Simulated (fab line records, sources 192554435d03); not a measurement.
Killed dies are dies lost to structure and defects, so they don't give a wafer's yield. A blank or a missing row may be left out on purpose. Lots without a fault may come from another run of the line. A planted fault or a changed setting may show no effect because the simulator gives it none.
Split-lot experiment | flow n5_finfet | 7 lots, 21 wafers read, on a route of 1938 steps

THE SPLIT
At N5_BEOL_M0_SAQP_PECVD_04 (deposits a-Si from SiH4/He, target thk 60 nm, time 60.2 s), the setting time_s was moved away from the recipe's 60.2 s on 9 of the 21 wafers read, by -11.3% to +10.3%. The other wafers ran this setting at the recipe's value.

FROM THE SPLIT TO THE READING: what the file shows between them, 4 steps
- N5_BEOL_M0_SAQP_THK_MEAS_05
- N5_BEOL_M0_SAQP_DEVELOP_13: develop time 30 s (also split here: develop_time_s)
- N5_BEOL_M0_SAQP_HM_OPEN_112: chemistry CHF3/O2, target SiO2, stops on a-Si, target depth 12 nm, time 13.5 s
- N5_BEOL_M0_SAQP_STRIP_113: strips in CHF3/O2

THE READING
oes_product_au, in a.u., at N5_BEOL_M0_SAQP_MANDREL_ETCH_20 (etches a-Si in HBr/Cl2, stops on SiNx, target depth 60 nm, bt time 10 s, time 30 s). Fault-free wafers of this fab line usually give 0.779 a.u., standard deviation 0.013 a.u..

wafer  | tool, chamber at the split | time_s as run, s | against the recipe | oes_product_au, a.u. | against lot-mates on the recipe
L074.2 | pecvd-01, 2                | 60.2             | recipe             | 0.792                | -
L074.3 | pecvd-01, 0                | 60.2             | recipe             | 0.795                | -
L074.5 | pecvd-01, 2                | 60.2             | recipe             | 0.796                | -
L076.3 | pecvd-04, 0,2              | 66.38            | +10.3%             | 0.802                | no lot-mate on the recipe
L076.4 | pecvd-04, 0                | 66.38            | +10.3%             | 0.827                | no lot-mate on the recipe
L076.6 | pecvd-04, 0,2              | 66.38            | +10.3%             | 0.813                | no lot-mate on the recipe
L080.2 | pecvd-04, 0                | 60.2             | recipe             | 0.800                | -
L080.4 | pecvd-04, 0                | 60.2             | recipe             | 0.775                | -
L080.6 | pecvd-04, 2                | 60.2             | recipe             | 0.777                | -
L082.1 | pecvd-01, 2                | 60.2             | recipe             | 0.772                | -
L082.2 | pecvd-01, 0                | 57.18            | -5.0%              | 0.751                | -0.021
L082.5 | pecvd-01, 0                | 57.18            | -5.0%              | 0.761                | -0.011
L083.2 | pecvd-04, 0                | 62.97            | +4.6%              | 0.798                | +0.030
L083.4 | pecvd-04, 0                | 60.2             | recipe             | 0.768                | -
L083.6 | pecvd-04, 1                | 62.97            | +4.6%              | 0.814                | +0.046
L089.3 | pecvd-04, 1                | 60.2             | recipe             | 0.760                | -
L089.4 | pecvd-04, 2                | 60.2             | recipe             | 0.772                | -
L089.5 | pecvd-04, 1                | 65.61            | +9.0%              | 0.843                | +0.077
L087.2 | pecvd-03, 2                | 60.2             | recipe             | 0.764                | -
L087.4 | pecvd-03, 2                | 53.39            | -11.3%             | 0.712                | -0.056
L087.6 | pecvd-03, 0                | 60.2             | recipe             | 0.771                | -
Where a row lists several chambers, the file gives one row for several wafers and doesn't say which wafer went through which chamber.

THE FIT
A straight line over all 21 wafers: oes_product_au changes by +0.00474 a.u. for each +1% of time_s; r = +0.88; the points scatter about the line by 0.014 a.u..
The same after taking each lot's own level away (the mean of its wafers on the recipe; 18 wafers): +0.00612 a.u. for each +1%; r = +0.94; scatter 0.0099 a.u..
On that fit, the largest move of time_s shifts the reading by 0.069 a.u..
The lots' own levels span 0.7660 to 0.7943 a.u., that is 2.2 times the standard deviation above.
So the lot-to-lot level changes the slope: the two fits differ.
Check: with one of the wafers moved furthest among these (-11.3%) left out of the fit, the line predicts -0.0725 a.u. for it against its lot-mates. It came out at -0.0555 a.u. against them.

OTHER SPLITS ON THESE WAFERS
These wafers also went through other splits before the reading. Each is held against what the fit with the lots' levels taken away leaves over:
other split on the same wafers            | wafers away from the commonest value | r with oes_product_au (lot level and that fit taken away)
N5_SD_EPI_P_EPI_21 epi_growth_time_s      | 6                                    | -0.41
N5_GATE_CUT_ETCH_58 bias_w                | 7                                    | -0.22
N5_MOL_CONTACT_COAG_COAT_76 spin_rpm      | 8                                    | -0.26
N5_BEOL_M0_SAQP_DEVELOP_13 develop_time_s | 7                                    | +0.10

THE WHOLE CHAIN: every reading that the file lists as answering this split, in the file's order
step                            | what it does                                                                       | reading                                                                               | change (the file's fit)                   | r (the file's)
N5_BEOL_M0_SAQP_PECVD_04        | deposits a-Si from SiH4/He, target thk 60 nm, time 60.2 s                          | a-Si_of_BEOL_M0_SAQP_PECVD_04.thk_nm (the simulator's own value, which no gauge read) | +0.594 nm for each +1% of the setting     | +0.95
N5_BEOL_M0_SAQP_THK_MEAS_05     |                                                                                    | thk_nm                                                                                | withheld for each +1% of the setting      | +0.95
N5_BEOL_M0_SAQP_MANDREL_ETCH_20 | etches a-Si in HBr/Cl2, stops on SiNx, target depth 60 nm, bt time 10 s, time 30 s | oes_product_au                                                                        | +0.00616 a.u. for each +1% of the setting | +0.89
N5_BEOL_M0_SAQP_MANDREL_ETCH_20 | etches a-Si in HBr/Cl2, stops on SiNx, target depth 60 nm, bt time 10 s, time 30 s | etch.depth_nm (the simulator's own value, which no gauge read)                        | +0.589 nm for each +1% of the setting     | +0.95

THE FILE'S OWN FIT
oes_product_au changes by +0.00616 a.u. for each +1% of time_s, r = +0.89.
